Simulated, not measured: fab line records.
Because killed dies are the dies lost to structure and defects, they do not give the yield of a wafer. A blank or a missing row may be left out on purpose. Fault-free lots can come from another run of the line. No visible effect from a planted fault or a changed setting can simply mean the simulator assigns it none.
A struck lot beside a sound one | flow n5_finfet | 24 steps out of a route of 1938
Sound: these wafers, L369.2, L369.3, L369.4. Struck: wafers L365.1, L365.2, L365.4. The cause is named last.
For every step that has rows: the tool of each side, followed by ch and its chambers, followed by its first start. Under that, the readings that differ: sound wafers | struck wafers | difference of the means | sigmas: that difference in standard deviations of wafers without a fault.
alike: a reading whose means differ by less than 2 such deviations, as well as words and numbers matching on both sides. not compared: withheld readings; readings where some wafer has no value; bounds like >300 that might hide an equal value; numbers whose values overlap and for which the record gives no deviation.
The two part at a step that has a row with sigmas, a row that says differs or no value, or rows on one side only. Non-overlapping numbers with no deviation appear without sigmas and do not part them. A reading that every wafer of one side lacks parts them only if that side has two wafers or more.

first, 10 steps without rows for these wafers: N5_BEOL_M11_DESCUM_33 (chemistry O2, time 7.9 s); N5_BEOL_M11_ETCH_65 (etches SiARC in CF4, target depth 39 nm, time 65 s); N5_BEOL_M11_ETCH_66 (etches SOC in N2/H2, target depth 120 nm, overetch 24 nm, time 180 s); N5_BEOL_M11_STRIP_69 (strips in N2/H2); N5_BEOL_M11_VIA_ETCH_34 (etches SiCOH lowk in C4F6/O2, target depth 184.5 nm, time 69.2 s); N5_BEOL_M11_STRIP_73 (strips in C4F6/O2); N5_BEOL_M11_STRIP_36 (strips in N2/H2); N5_BEOL_M11_TRENCH_ETCH_37 (etches SiCOH lowk in C4F6/O2, target depth 148.83 nm, time 48 s); N5_BEOL_M11_ETCH_41 (etches SiCN in CH3F/O2, target depth 42.6 nm, time 86 s); N5_BEOL_M11_STRIP_77 (strips in N2/H2, time 10 s).
N5_BEOL_M11_HM_STRIP_39: strips TiN in peroxide tin strip, target depth 25 nm, time 158 s.
  sound on wet_bench-04 ch 3,5,7, day 14 18:12; struck on wet_bench-02 ch 0,5,6, day 13 14:20
  no value came back on the struck wafers for bath_guard_temp_C (C), bath_heat_duty_pct (%), temp_c (C), time_s (s); on the sound wafers bath_guard_temp_C (C) reads 49.9 50.7 50.5
  reading                                     | sound | struck         | difference | sigmas
  model.TiN_of_BEOL_M11_HM_DEP_02.thk_nm (nm) | 0 0 0 | 15.6 15.8 15.6 | +15.7      |
then, 1 step without rows for these wafers: N5_BEOL_M11_SRD_40 (time 30 s).
N5_BEOL_M11_PRECLEAN_42: cleans in residue remover, time 60 s.
  sound on wet_bench-04 ch 3,5,7, day 14 18:16; struck on wet_bench-02 ch 0,5,6, day 13 14:24
  reading                                     | sound | struck      | difference | sigmas
  model.TiN_of_BEOL_M11_HM_DEP_02.thk_nm (nm) | 0 0 0 | 4.6 4.8 4.6 | +4.7       |
  alike: temp_c
then, 10 steps without rows for these wafers: N5_BEOL_M11_SRD_43 (time 30 s); N5_BEOL_M11_CURE_72 (cures SiCOH lowk, time 120 s); N5_BEOL_M11_DEGAS_44 (time 60 s); N5_BEOL_M11_PRE_CLEAN_45 (time 30 s); N5_BEOL_M11_ALD_74 (deposits TaN, target thk 2 nm, pulse time 2 s, purge time 3 s); N5_BEOL_M11_SURFACE_TREAT_76; N5_BEOL_M11_CVD_75 (deposits Co from CCTBA/H2, target thk 2 nm, time 138.9 s); N5_BEOL_M11_SPUTTER_48 (material Cu, target thk 12 nm, time 2 s); N5_BEOL_M11_ECD_50 (material Cu, target thk 318 nm); N5_BEOL_M11_ANNEAL_51 (time 90 s).
N5_BEOL_M11_CMP_52: polishes, stops on SiCOH lowk, t overpolish 7 s, target thk 140 nm.
  sound on cmp-01 ch 0,2,3, day 14 22:20; struck on cmp-01 ch 0,1,2, day 13 17:28
  reading                      | sound          | struck         | difference | sigmas
  barrier_field_endpoint_s (s) | 28.5 28.3 28.3 | 33.6 34.6 34.6 | +5.9       | +9
  alike: motor_current_A

== WHERE THEY PART ==
Earliest at N5_BEOL_M11_HM_STRIP_39; latest, in this record, at N5_BEOL_M11_CMP_52.

WHY: what had been put in by the simulator
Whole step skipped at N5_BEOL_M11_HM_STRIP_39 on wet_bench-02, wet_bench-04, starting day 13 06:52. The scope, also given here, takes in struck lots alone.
